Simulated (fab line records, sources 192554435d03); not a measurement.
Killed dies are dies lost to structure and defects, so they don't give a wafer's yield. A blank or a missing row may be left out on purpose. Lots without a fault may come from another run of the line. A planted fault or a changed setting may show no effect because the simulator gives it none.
fab line records | flow n5_finfet | part 2 of 2: steps 15 to 24 of 24
record lots=5 wafers=15 last_day=17
route steps=1938 shown GATE_CUT@492
lots that met no fault: from a run of the same line without faults
start_h: hours from the record's first day to the start of the lot's first wafer shown | wait_h: hours since the lot's step before | " the same as in the row above | L1.1+2: a row that stands for several wafers | - no value, or no start given | * or withheld: withheld | < > ~ a bound
route shown NAME@n: a module of which the file shows steps, and the number in the route of the first | usual: mean/standard deviation of fault-free wafers | same: alike in all rows | chamber/n: place in a boat | sites: the reading at each site | _std_site: their standard deviation | _edge_site: outer sites' mean less inner sites' | radius_mm: how far each site lies from the wafer's centre | mask NAME#n: copy n | behind: the tool/chamber that last shaped the wafer | hold: why the lot was held/for how many hours/how that ended | device: the transistor (n, p or np) that didn't switch | end of line: the same wafers' tests at the end of the route | a step without rows: its recipe alone | killed: dies lost to structure and defects at the first sort, not the wafer's yield | map: a wafer's dies, x killed, . not, _ none there
set.NAME: the setting as run; set.NAME@STEP: as run at that earlier step | model.NAME: the simulator's own value behind a step, which no gauge read
lots at some steps of the route; a table a step, a row a wafer
services: from which hour (start_h, from the record's first day; less than 0 if before it) a tool's chamber was out of use, for how many hours, and why
## steps
# step N5_GATE_CUT_VAPOR_ETCH_51
# recipe chemistry=BCl3/Cl2 target=HfO2 mode=isotropic
# usual drypump_motor_current_A=5.7/0.34 oes_product_au=0.75/0.17
# columns lot.wafer tool chamber start_h wait_h drypump_motor_current_A oes_product_au
L075.2 rie_metal-03 1 89.48 0.0 5.7 0.60
L075.5 " 0 " " 5.6 0.68
L075.6 " 1 " " 5.7 0.60
L088.2 rie_metal-02 1 167.65 0.0 6.3 0.96
L088.4 " 0 " " 5.2 0.93
L088.6 " 0 " " 5.2 0.94
L089.3 rie_metal-03 0 173.93 0.0 5.6 0.66
L089.4 " 1 " " 5.7 0.60
L089.5 " 1 " " 5.7 0.60
L091.2 rie_metal-02 1 189.58 0.0 6.3 0.94
L091.3 " 1 " " 6.3 0.94
L091.4 " 0 " " 5.2 0.91
L092.2 rie_metal-01 0 192.93 0.0 6.1 0.60
L092.5 " 1 " " 5.8 0.89
L092.6 " 0 " " 6.1 0.60
# step N5_GATE_CUT_STRIP_21
# recipe chemistry=N2/H2 time_s=30 power_w=1000 temp_c=250 pressure_mtorr=withheld n2_flow_sccm=1750 h2_flow_sccm=3250
# usual drypump_motor_current_A=5.5/0.47 heater_power_w=373/29 n2_flow_sccm=1749/4.7
# columns lot.wafer tool chamber start_h wait_h drypump_motor_current_A heater_power_w n2_flow_sccm rf_hours_counter_h
L075.2 plasma_asher-01 0 89.53 0.0 4.9 420 1746 38
L075.5 " 1 " " 5.5 359 1747 -
L075.6 " 0 " " 5.0 414 1752 -
L088.2 plasma_asher-02 0 167.70 0.0 5.7 332 1750 110
L088.4 " 0 " " 5.7 334 1743 -
L088.6 " 0 " " 5.7 343 1741 -
L089.3 plasma_asher-02 1 173.99 0.1 6.3 363 1746 -
L089.4 " 0 " " 5.7 329 1743 -
L089.5 " 0 " " 5.7 338 1739 -
L091.2 plasma_asher-01 0 189.63 0.0 5.0 419 1753 57
L091.3 " 1 " " 5.5 359 1746 -
L091.4 " 0 " " 5.0 406 1746 -
L092.2 plasma_asher-01 0 193.19 0.3 5.0 412 1749 58
L092.5 " 1 " " 5.5 362 1745 -
L092.6 " 0 " " 5.0 413 1740 -
# step N5_GATE_CUT_STRIP_29
# recipe chemistry=post_etch_residue_remover time_s=60 temp_c=25 remover_ph=withheld remover_water_wt_pct=withheld remover_fluoride_wt_pct=withheld
# columns lot.wafer tool chamber start_h wait_h
L075.2+5+6 wet_bench-06 6,5,7 89.62 0.1
L088.2+4+6 wet_bench-03 7,4,6 167.79 0.1
L089.3+4+5 wet_bench-06 4,5,2 174.05 0.0
L091.2+3+4 wet_bench-04 1,2,3 189.72 0.1
L092.2+5+6 wet_bench-03 4,5,3 193.28 0.1
# step N5_GATE_CUT_SRD_52
# recipe dry=ipa_marangoni time_s=30 temp_c=23 rinse_liquid=diw
# columns lot.wafer tool chamber start_h wait_h
L075.2+5+6 wet_bench-06 6,5,7 89.64 0.0
L088.2+4+6 wet_bench-03 7,4,6 167.81 0.0
L089.3+4+5 wet_bench-06 4,5,2 174.07 0.0
L091.2+3+4 wet_bench-04 1,2,3 189.74 0.0
L092.2+5+6 wet_bench-03 4,5,3 193.30 0.0
# step N5_GATE_CUT_ALD_22
# recipe material=SiNx target_thk_a=160 temp_c=400 ald_precursor_family=SiH2I2 ald_co_reactant=N2/H2-plasma pulse_time_s=1 ald_cycles=320 purge_time_s=2 co_reactant_purge_time_s=2 pressure_torr=2
# usual chamber_pressure_Torr=2.000/0.0044 heater_power_w=833/95 precursor_pulse_height_rel=1.002/0.019
# same ald_cycles=320 co_reactant_purge_time_s=2 pulse_time_s=1
# columns lot.wafer tool chamber start_h wait_h chamber_pressure_Torr heater_power_w precursor_pulse_height_rel since_wet_clean_h
L075.2 ald_sin-03 0 90.36 0.7 2.001 951 0.980 278
L075.5 " 1 " " 2.004 641 1.010 -
L075.6 " 2 " " 1.994 887 0.995 -
L088.2 ald_sin-04 0 167.98 0.1 2.005 751 0.962 264
L088.4 " 1 " " 1.999 999 1.002 264
L088.6 " 2 " " 2.001 765 1.008 -
L089.3 ald_sin-01 1 174.12 0.0 2.000 824 1.020 73
L089.4 " 2 " " 2.001 754 1.020 73
L089.5 " 2 " " 2.005 750 1.010 -
L091.2 ald_sin-04 1 190.43 0.7 1.999 1020 0.983 287
L091.3 " 2 " " 2.002 771 0.978 287
L091.4 " 0 " " 1.992 762 1.003 287
L092.2 ald_sin-01 3 193.34 0.0 1.998 981 1.024 92
L092.5 " 1 " " 2.005 862 0.998 -
L092.6 " 0 " " 2.001 749 0.989 -
# step N5_GATE_CUT_CMP_23
# recipe stop_on=SiO2 t_overpolish_s=23.4 post_cmp_clean=alkaline_brush down_force_psi=2.5 platen_rpm=51.8 pad_velocity_m_s=1.0307 target_thk_nm=16
# usual motor_current_A=9.1/0.96 overpolish_run_s=23.400/0.0094 platen_rpm=51.80/0.04 time_to_endpoint_s=18.8/2.7
# columns lot.wafer tool chamber start_h wait_h motor_current_A overpolish_run_s platen_rpm time_to_endpoint_s
L075.2 cmp-02 1 91.89 0.8 10.5 23.388 51.83 18.5
L075.5 " 0 " " 9.4 23.390 51.83 15.8
L075.6 " 1 " " 10.3 23.404 51.79 17.4
L088.4 cmp-03 1 169.51 0.8 9.5 23.415 51.78 11.2
L088.2 " 2 " " 8.8 23.407 51.74 16.4
L088.6 " 1 " " 9.8 23.402 51.78 15.0
L089.4 cmp-02 0 175.73 0.9 9.5 23.402 51.73 14.9
L089.3 " 1 " " 10.8 23.405 51.70 16.0
L089.5 " 0 " " 9.7 23.417 51.80 15.0
L091.2 cmp-02 3 191.96 0.8 9.3 23.407 51.81 23.9
L091.3 " 0 " " 9.6 23.394 51.88 15.0
L091.4 " 1 " " 10.7 23.406 51.81 17.5
L092.2 cmp-02 1 194.83 0.8 10.0 23.397 51.83 18.2
L092.6 " 1 " " 10.5 23.386 51.74 15.6
L092.5 " 2 " " 9.6 23.398 51.79 17.8
# step N5_GATE_CUT_THK_MEAS_24
# recipe reads=SiO2_of_GATE_CUT_HM_DEP_46+SiO2_flowable_of_ILD0_FCVD_FILL_01
# usual GC_FILL_THK=219.2/2.3
# columns lot.wafer tool chamber start_h wait_h GC_FILL_THK[nm]
L075.2 film_metro-02 - 92.15 - 219.9
L075.5 " - " " 219.3
L075.6 " - " " 221.6
L088.2 film_metro-01 - 169.76 - 215.8
L088.4 " - " " 219.5
L088.6 " - " " 220.2
L089.3 film_metro-02 - 176.02 - 220.6
L089.4 " - " " 219.4
L089.5 " - " " 224.4
L091.2 film_metro-01 - 192.22 - 217.5
L091.3 " - " " 215.5
L091.4 " - " " 221.0
L092.2 film_metro-02 - 195.13 - 222.2
L092.5 " - " " 219.1
L092.6 " - " " 218.8
# step N5_GATE_CUT_CMP_43
# recipe material=SiO2 post_cmp_clean=rinse_only
# usual motor_current_A=12.1/1.3
# columns lot.wafer tool chamber start_h wait_h motor_current_A
L075.2 cmp-04 3 92.34 0.2 12.1
L075.5 " 1 " " 10.5
L075.6 " 2 " " 13.4
L088.4 cmp-02 1 169.79 0.0 13.9
L088.2 " 2 " " 12.1
L088.6 " 2 " " 12.1
L089.4 cmp-04 1 176.13 0.1 10.7
L089.3 " 2 " " 14.4
L089.5 " 1 " " 10.5
L091.4 cmp-03 0 192.33 0.1 11.8
L091.3 " 1 " " 13.3
L091.2 " 2 " " 11.5
L092.2 cmp-03 0 195.40 0.3 11.3
L092.5 " 1 " " 12.8
L092.6 " 2 " " 11.7
# step N5_GATE_CUT_CMP_61
# recipe stop_on=SiNx t_overpolish_s=3 post_cmp_clean=alkaline_brush down_force_psi=4 platen_rpm=27.09 pad_velocity_m_s=0.539
# usual motor_current_A=12.1/1.3 platen_rpm=27.090/0.02
# columns lot.wafer tool chamber start_h wait_h motor_current_A platen_rpm
L075.2 cmp-04 3 92.72 0.3 12.4 27.097
L075.5 " 1 " " 10.2 27.052
L075.6 " 2 " " 14.1 27.093
L088.4 cmp-02 1 170.27 0.4 14.7 27.083
L088.2 " 2 " " 12.9 27.087
L088.6 " 2 " " 12.6 27.097
L089.4 cmp-04 1 176.56 0.3 10.2 27.080
L089.3 " 2 " " 13.4 27.076
L089.5 " 1 " " 10.5 27.090
L091.4 cmp-03 0 192.76 0.3 13.2 27.101
L091.3 " 1 " " 13.3 27.131
L091.2 " 2 " " 11.7 27.128
L092.2 cmp-03 0 195.73 0.2 12.2 27.108
L092.5 " 1 " " 13.2 27.094
L092.6 " 2 " " 11.0 27.112
# step N5_GATE_CUT_INSPECT_26
# recipe inspect_instrument=darkfield mode=post_cmp
# usual raw_defect_count=39/15
# columns lot.wafer tool chamber start_h wait_h raw_defect_count
L075.2 defect_inspect-01 - 92.89 0.0 26
L075.5 " - " " 35
L075.6 " - " " 21
L088.2 defect_inspect-02 - 170.50 0.0 44
L088.4 " - " " 21
L088.6 " - " " 37
L089.3 defect_inspect-01 - 176.76 0.0 68
L089.4 " - " " 59
L089.5 " - " " 47
L091.2 defect_inspect-01 - 192.96 0.0 21
L091.3 " - " " 27
L091.4 " - " " 16
L092.2 defect_inspect-01 - 195.87 0.0 33
L092.5 " - " " 29
L092.6 " - " " 31
## services
# columns tool chamber start_h hours kind
rie_diel-04 1 71.14 16.1 repair
cmp-02 - 74.74 2.3 repair
rie_metal-02 1 77.23 3.7 repair
rie_diel-06 0 92.46 3.0 repair
cmp-04 - 94.09 4.1 repair
cmp-02 - 113.66 4.0 pm
rie_metal-03 - 123.19 0.5 repair
rie_metal-01 0 128.57 5.6 repair
rie_diel-06 3 129.28 3.8 repair
cmp-03 - 134.55 0.3 repair
cmp-02 - 134.88 1.3 repair
cmp-03 - 139.44 2.7 repair
rie_diel-04 2 140.35 6.3 repair
rie_metal-01 - 142.72 0.2 repair
rie_diel-04 3 142.94 15.3 repair
cmp-04 - 143.20 1.9 repair
rie_diel-04 - 145.57 2.8 pm
plasma_asher-01 - 150.28 1.2 repair
rie_diel-06 3 153.13 9.8 repair
cmp-04 - 154.83 6.4 pm
rie_diel-06 2 156.30 7.3 repair
rie_diel-05 3 159.35 16.8 repair
rie_diel-05 0 165.72 3.0 repair
cmp-03 - 182.72 0.4 repair
